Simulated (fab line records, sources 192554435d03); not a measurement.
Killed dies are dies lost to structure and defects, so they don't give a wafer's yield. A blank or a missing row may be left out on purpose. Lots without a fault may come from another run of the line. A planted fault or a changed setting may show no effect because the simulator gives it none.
Which tool did it? | flow n5_finfet | 12 lots, 36 wafers sampled, at 3 steps of a route of 1938

WHAT THE GAUGES READ, wafer by wafer
N5_BEOL_M13_OVL_MEAS_11. Usual: V12_OVL 0 nm, standard deviation 4.9.
lot  | measured     | on         | V12_OVL (nm) | flag
L915 | day 12 00:35 | overlay-02 | 6 11 7       |
L916 | day 12 12:19 | overlay-01 | -8 -4 -7     |
L917 | day 13 09:01 | overlay-01 | -5 9 1       |
L919 | day 13 09:52 | overlay-01 | 7 -5 2       |
L921 | day 13 18:59 | overlay-02 | -13 -5 -5    |
L922 | day 14 04:14 | overlay-02 | -9 -1 5      |
L926 | day 15 09:52 | overlay-02 | -10 -7 -6    |
L928 | day 15 12:29 | overlay-01 | -5 -10 0     |
L930 | day 15 19:04 | overlay-02 | 3 0 3        |
L932 | day 16 19:05 | overlay-01 | 4 2 4        |
L936 | day 17 08:07 | overlay-02 | -1 -2 0      |
L938 | day 18 06:03 | overlay-02 | 1 2 3        |

N5_BEOL_M13_INSPECT_12: inspects for defects (macro). Usual: raw_defect_count 2.2, standard deviation 1.5.
lot  | measured     | on                | raw_defect_count | flag
L915 | day 12 00:37 | defect_inspect-02 | 2 3 0            |
L916 | day 12 12:21 | defect_inspect-02 | 6 2 0            |
L917 | day 13 09:02 | defect_inspect-02 | 1 2 3            |
L919 | day 13 09:53 | defect_inspect-02 | 2 5 6            |
L921 | day 13 19:00 | defect_inspect-02 | 1 3 0            |
L922 | day 14 04:15 | defect_inspect-01 | 3 2 1            |
L926 | day 15 09:53 | defect_inspect-01 | 2 2 3            |
L928 | day 15 12:30 | defect_inspect-02 | 5 7 3            |
L930 | day 15 19:05 | defect_inspect-02 | 2 3 3            |
L932 | day 16 19:12 | defect_inspect-01 | 2 4 2            |
L936 | day 17 08:08 | defect_inspect-01 | 1 1 2            |
L938 | day 18 06:04 | defect_inspect-02 | 3 2 6            |

N5_BEOL_M13_CD_MEAS_17: target cd 190 nm. Usual: cd_nm 190.8 nm, standard deviation 1.3.
lot  | measured     | on        | cd_nm (nm)        | flag
L915 | day 12 01:11 | cd_sem-03 | 189.8 189.7 191.2 |
L916 | day 12 12:57 | cd_sem-03 | 191.0 191.4 191.0 |
L917 | day 13 09:36 | cd_sem-01 | 193.4 194.2 195.2 |
L919 | day 13 10:40 | cd_sem-02 | 191.4 191.2 192.2 |
L921 | day 13 19:41 | cd_sem-01 | 190.1 191.4 189.8 |
L922 | day 14 05:10 | cd_sem-02 | 190.8 190.6 191.6 |
L926 | day 15 10:34 | cd_sem-02 | 190.1 191.0 190.9 |
L928 | day 15 13:23 | cd_sem-02 | 190.6 191.4 189.3 |
L930 | day 15 19:40 | cd_sem-03 | 191.8 191.2 190.8 |
L932 | day 16 20:05 | cd_sem-01 | 190.1 191.6 189.8 |
L936 | day 17 08:44 | cd_sem-02 | 192.1 191.6 190.3 |
L938 | day 18 06:38 | cd_sem-01 | 189.1 190.3 188.1 |

WHICH TOOL RAN EACH LOT (tool, then ch and the chambers of the sampled wafers, then the start)
The record holds no process step before these readings.

WHAT THE TOOLS THEMSELVES READ (means of the sampled wafers that have a number; where no wafer has one, the mark that the record gives instead)
The record holds no such reading with a usual standard deviation.

THE ANSWER, worked out from the rows above alone
Rule: a lot is off if the mean of its wafers that have a number lies more than 3 standard deviations from the usual mean. A lot without any number at a reading at which 4 lots or more have one is off too. The other lots that the step has rows for count as sound. The gauges are gone through in route order, then the tools' own readings, and for those a lot's mean is taken as printed above. The first step at which some lot is off is used, and at that step the reading that is off furthest; a lot without a number counts as furthest.
No lot is off at any reading shown: from this, nothing can be told.

WHAT THE SIMULATOR HAD PUT IN
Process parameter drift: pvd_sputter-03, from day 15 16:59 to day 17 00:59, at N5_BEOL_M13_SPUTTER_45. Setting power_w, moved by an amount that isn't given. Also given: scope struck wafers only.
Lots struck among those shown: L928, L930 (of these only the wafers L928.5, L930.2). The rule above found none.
